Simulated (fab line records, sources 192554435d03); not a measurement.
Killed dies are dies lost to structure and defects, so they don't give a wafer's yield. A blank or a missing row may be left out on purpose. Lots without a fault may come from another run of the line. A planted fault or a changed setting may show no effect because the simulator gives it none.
A struck lot beside a sound one | flow n5_finfet | 35 steps out of a route of 1938
Sound: wafers L537.3, L537.5, L537.6. Struck: wafers L526.1, L526.3, L526.5. The cause comes at the end.
At each step with rows: each side's tool, then ch and its chambers, then its first start. Under that, the readings that differ: sound wafers | struck wafers | difference of the means | sigmas: that difference in standard deviations of wafers without a fault.
alike: readings whose means differ by less than 2 such deviations, and words and numbers that are the same on both sides. not compared: withheld readings, readings that some wafer has no value for, bounds like >300 that may hide the same value, and numbers for which the record gives no deviation and whose values overlap.
The two part at a step that has a row with sigmas, a row that says differs or no value, or rows on one side only. Numbers that don't overlap but have no deviation are shown without sigmas and don't part them. A reading that every wafer of one side lacks parts them only if that side has two wafers or more.

first, 9 steps without rows for these wafers: N5_BEOL_M11_ILD_DEP_00 (deposits SiCOH lowk from DEMS/porogen, target thk 308.51 nm, time 58 s); N5_BEOL_M11_CURE_71 (cures SiCOH lowk, time 240 s); N5_BEOL_M11_PECVD_70 (deposits SiO2 from TEOS/O2, target thk 20 nm, time 22.7 s); N5_BEOL_M11_HM_DEP_02 (deposits TiN, target thk 20 nm); N5_BEOL_M11_COAT_59 (time 60 s, resist thk 100 nm); N5_BEOL_M11_COAT_60 (time 60 s, resist thk 30 nm); N5_BEOL_M11_COAT_05 (resist thk 90 nm); N5_BEOL_M11_EBR_07; N5_BEOL_M11_SOFTBAKE_06 (time 60 s).
N5_BEOL_M11_EXPOSE_08: exposes mask M11.
  sound on arfi_scanner-02 ch 0, day 15 16:49; struck on arfi_scanner-01 ch 0, day 12 21:52
  reading              | sound             | struck            | difference | sigmas
  exposure_dose_mJ_cm2 | 53.74 53.68 53.70 | 47.88 47.93 47.94 | -5.79      | -99 or more
  alike: mask
then, 2 steps without rows for these wafers: N5_BEOL_M11_PEB_09 (peb time 60 s); N5_BEOL_M11_DEVELOP_10 (develop time 30 s).
N5_BEOL_M11_CD_MEAS_11: target cd 64.1 nm.
  sound on cd_sem-02 ch 0, day 15 16:56; struck on cd_sem-01 ch 0, day 12 21:59
  reading    | sound          | struck         | difference | sigmas
  cd_nm (nm) | 65.2 64.8 64.6 | 57.8 57.9 58.2 | -6.9       | -12
then, 1 step without rows for these wafers: N5_BEOL_M11_DESCUM_16 (chemistry O2, time 7.9 s).
N5_BEOL_M11_ETCH_61: etches SiARC in CF4, target depth 39 nm, time 65 s.
  sound on rie_diel-01 ch 0,2,3, day 15 17:11; struck on rie_diel-06 ch 1,3, day 12 22:41
  reading                          | sound     | struck     | difference | sigmas
  model.BEOL_M11.cd_offset_nm (nm) | 1 0.6 0.8 | -6.6 -6 -6 | -7.0       |
  alike: chamber_pressure_mTorr, drypump_motor_current_A, etch_rf_on_time_s, oes_product_au, rf_vpp_V, showerhead_plenum_p_Torr, throttle_valve_pct
  not compared: rf_hours_counter_h
then, 3 steps without rows for these wafers: N5_BEOL_M11_ETCH_62 (etches SOC in N2/H2, target depth 110 nm, overetch 22 nm, time 165 s); N5_BEOL_M11_STRIP_68 (strips in N2/H2); N5_BEOL_M11_STRIP_67 (strips in CF4).
N5_BEOL_M11_HM_OPEN_17: chemistry Cl2/BCl3, target TiN, target depth 20 nm, overetch 6 nm.
  sound on rie_metal-01 ch 0,1, day 15 17:27; struck on rie_metal-02 ch 1, day 12 22:56
  reading                          | sound       | struck       | difference | sigmas
  model.BEOL_M11.cd_offset_nm (nm) | 1.4 0.6 0.6 | -6.8 -5.8 -6 | -7.1       |
  alike: chamber_pressure_mTorr, drypump_motor_current_A, mfc_cl2_sccm, oes_ar_750_au, oes_product_au, throttle_valve_pct
  not compared: rf_hours_counter_h
then, 1 step without rows for these wafers: N5_BEOL_M11_STRIP_19 (strips in O2).
N5_BEOL_M11_CD_MEAS_18: pitch 140 nm, target cd 70 nm.
  sound on cd_sem-01, day 15 17:37; struck on cd_sem-01, day 12 23:14
  reading    | sound          | struck         | difference | sigmas
  cd_nm (nm) | 70.9 70.8 70.9 | 63.3 64.1 64.2 | -7.0       | -11
then, 13 steps without rows for these wafers: N5_BEOL_M11_COAT_63 (time 60 s, resist thk 100 nm); N5_BEOL_M11_COAT_64 (time 60 s, resist thk 30 nm); N5_BEOL_M11_COAT_22 (resist thk 90 nm); N5_BEOL_M11_EBR_24; N5_BEOL_M11_SOFTBAKE_23 (time 60 s); N5_BEOL_M11_EXPOSE_25 (exposes mask V10); N5_BEOL_M11_PEB_26 (peb time 60 s); N5_BEOL_M11_DEVELOP_27 (develop time 30 s); N5_BEOL_M11_DESCUM_33 (chemistry O2, time 7.9 s); N5_BEOL_M11_ETCH_65 (etches SiARC in CF4, target depth 39 nm, time 65 s); N5_BEOL_M11_ETCH_66 (etches SOC in N2/H2, target depth 120 nm, overetch 24 nm, time 180 s); N5_BEOL_M11_STRIP_69 (strips in N2/H2); N5_BEOL_M11_VIA_ETCH_34 (etches SiCOH lowk in C4F6/O2, target depth 184.5 nm, time 69.2 s).
N5_BEOL_M15_RC_MEAS_101:
  sound on prober-02 ch 0, day 16 21:50; struck on prober-02 ch 0, day 14 03:11
  reading                    | sound          | struck         | difference | sigmas
  SERP_M10 (ohm/um)          | 3.10 3.00 2.96 | 3.17 3.23 3.16 | +0.17      | +2
  SERP_M11 (ohm/um)          | 2.92 3.08 2.93 | 3.58 3.57 3.59 | +0.60      | +7
  SERP_M11_max_site (ohm/um) | 2.95 3.16 2.99 | 3.65 3.70 3.69 | +0.65      | +7
  alike: COMB_M10, COMB_M11, COMB_M12, COMB_M13, COMB_M14, COMB_M15, COMB_M15_max_site, COMB_M5, COMB_M6, COMB_M7, COMB_M8, COMB_M9, SERP_M12, SERP_M12_max_site, SERP_M13, SERP_M14, SERP_M5, SERP_M6, SERP_M7, SERP_M8, SERP_M9

WHERE THEY PART
First at N5_BEOL_M11_EXPOSE_08; last, within this record, at N5_BEOL_M15_RC_MEAS_101.

WHY: what the simulator had put in
Process parameter drift: arfi_scanner-01, from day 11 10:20 on, at N5_BEOL_M11_EXPOSE_08. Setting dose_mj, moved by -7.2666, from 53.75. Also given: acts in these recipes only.
